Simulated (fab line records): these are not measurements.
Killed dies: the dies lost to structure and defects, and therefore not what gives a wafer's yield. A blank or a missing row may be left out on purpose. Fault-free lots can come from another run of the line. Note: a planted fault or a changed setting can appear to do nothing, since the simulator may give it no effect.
3 desks looking at one fault | flow n5_finfet | only its own numbers are on each desk; what lay behind them is given at the end

== THE DEFECT DESK ==
Lot by lot, what the route's inspections counted, given as the mean of those sampled wafers with a number. Marked OUT: a lot whose mean sits more than 4 standard deviations from the usual mean, which makes it out of limits; the brackets give that distance.
Columns: A = raw_defect_count at N5_STI_FIN_REVEAL_INSPECT_13, usual 11
lot  | first seen here | A
L393 | day 3 13:11     | 11
L394 | day 3 19:11     | 15
L399 | day 5 02:29     | 6
L400 | day 5 10:37     | 11
L407 | day 7 01:25     | 6
L408 | day 7 08:07     | 9
This desk's finding: nothing out of limits on any of the 6 lots.

== THE METROLOGY DESK ==
What the gauges read, lot by lot, whatever tool the lot ran on: means of the sampled wafers that have a number. Marked OUT: a lot whose mean sits more than 4 standard deviations from the usual mean, which makes it out of limits; the brackets give that distance. 7 of its 12 readings are shown, namely those furthest out on some lot.
Columns: A = DIBL_N at N5_BEOL_M4_RC_MEAS_101, usual 36.3 mV/V; B = DIBL_P at N5_BEOL_M4_RC_MEAS_101, usual 36.2 mV/V; C = IOFF_N at N5_BEOL_M4_RC_MEAS_101, usual 0.16 nA/um; D = IOFF_P at N5_BEOL_M4_RC_MEAS_101, usual 0.21 nA/um; E = ION_N at N5_BEOL_M4_RC_MEAS_101, usual 673 uA/um; F = SS_P at N5_BEOL_M4_RC_MEAS_101, usual 73.3 mV/dec; G = VT_N at N5_BEOL_M4_RC_MEAS_101, usual 251 mV
lot  | first seen here | A    | B    | C    | D    | E   | F    | G
L393 | day 3 13:04     | 35.1 | 35.0 | 0.14 | 0.20 | 667 | 73.1 | 254
L394 | day 3 19:04     | 35.0 | 34.8 | 0.14 | 0.21 | 668 | 73.1 | 252
L399 | day 5 02:22     | 34.0 | 33.8 | 0.13 | 0.17 | 677 | 72.9 | 254
L400 | day 5 10:29     | 37.1 | 35.4 | 0.16 | 0.19 | 675 | 73.4 | 250
L407 | day 7 01:18     | 40.0 | 40.3 | 0.23 | 0.26 | 695 | 74.8 | 245
L408 | day 7 07:59     | 36.9 | 37.3 | 0.16 | 0.21 | 674 | 74.1 | 250
This desk's finding: nothing out of limits on any of the 6 lots.

== TOOL OWNER'S DESK, lpcvd-01 ==
The tool's own readings at N5_DUMMY_GATE_CVD_03 (deposits a-Si from SiH4, target thk 150 nm, time 8042 s): means of the sampled wafers that have a number, for each lot that ran on this tool. Marked OUT: a lot whose mean sits more than 4 standard deviations from the usual mean, which makes it out of limits; the brackets give that distance.
Columns: A = spike_tc_top_C at N5_DUMMY_GATE_CVD_03, usual 552.0 C
lot  | first seen here | A
L393 | day 3 13:25     | 552.9
L394 | day 3 19:51     | 552.7
L399 | day 5 02:41     | 553.3
L400 | day 5 10:49     | 557.7
This desk's finding: nothing out of limits on any of the 4 lots.

== ALL TOGETHER ==
The defect desk saw nothing out of limits.
At the metrology desk, nothing out of limits was observed.
The tool owner's desk saw nothing out of limits.

== WHAT THE SIMULATOR PUT IN ==
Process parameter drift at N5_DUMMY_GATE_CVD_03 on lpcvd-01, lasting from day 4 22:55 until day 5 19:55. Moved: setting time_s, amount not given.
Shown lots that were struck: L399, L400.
